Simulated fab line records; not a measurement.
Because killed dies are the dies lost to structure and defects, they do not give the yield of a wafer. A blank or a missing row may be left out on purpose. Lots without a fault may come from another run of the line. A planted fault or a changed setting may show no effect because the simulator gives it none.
Chamber matching | flow nand_harc | rie_diel-06 running NHARC_P_M2_ETCH_35: 4 sister chambers
The step etches the open film in N2/H2, target depth 40 nm, overetch 12 nm, time 43.94 s. 8 wafers are shown with their chamber, then 12 later ones without.

## WAFERS, EACH WITH ITS CHAMBER
wafer  | chamber | drypump_motor_current_A (A) | rf_vpp_V (V)
L089.1 | 3       | 5.94                        | 434
L089.5 | 1       | 5.92                        | 434
L090.1 | 1       | 5.92                        | 436
L090.3 | 3       | 5.97                        | 432
L090.5 | 0       | 5.66                        | 427
L092.2 | 2       | 5.70                        | 430
L092.3 | 0       | 5.64                        | 428
L092.6 | 2       | 5.75                        | 428

## WAFERS WHOSE CHAMBER IS MISSING
wafer  | drypump_motor_current_A (A) | rf_vpp_V (V)
L091.4 | 5.69                        | 426
L091.5 | 5.91                        | 433
L091.6 | 5.71                        | 429
L093.1 | 5.72                        | 429
L093.3 | 5.93                        | 436
L093.4 | 5.94                        | 433
L096.2 | 5.94                        | 436
L096.5 | 5.64                        | 428
L096.6 | 5.94                        | 435
L097.1 | 5.93                        | 435
L097.3 | 5.67                        | 429
L097.5 | 5.72                        | 428

## CHAMBER TAKEN BY EACH
wafer  | from the rows above     | in truth
L091.4 | can't be placed: 0 or 2 | 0
L091.5 | can't be placed: 1 or 3 | 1
L091.6 | 2                       | 2
L093.1 | 2                       | 2
L093.3 | can't be placed: 1 or 3 | 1
L093.4 | can't be placed: 3 or 1 | 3
L096.2 | can't be placed: 1 or 3 | 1
L096.5 | 0                       | 0
L096.6 | can't be placed: 1 or 3 | 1
L097.1 | can't be placed: 1 or 3 | 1
L097.3 | can't be placed: 0 or 2 | 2
L097.5 | 2                       | 2
Correct placement for 4 of the 12. Not placeable from these rows: 8 (in 8, the candidates include the true chamber). Placed wrongly: 0.
How it was worked out, from the rows above alone: a wafer's distance from a chamber is the root of the sum, over the readings, of the square of ((its reading less the chamber's mean) divided by the reading's scatter). The wafer belongs to the nearest chamber; if the next one is less than 2 further off, it can't be placed. Each chamber's mean is taken over the wafers shown for it. How the scatter is found: for the shown wafers, subtract from each reading the mean of its chamber, square and add these, divide the total by (wafers less chambers), then take the root.
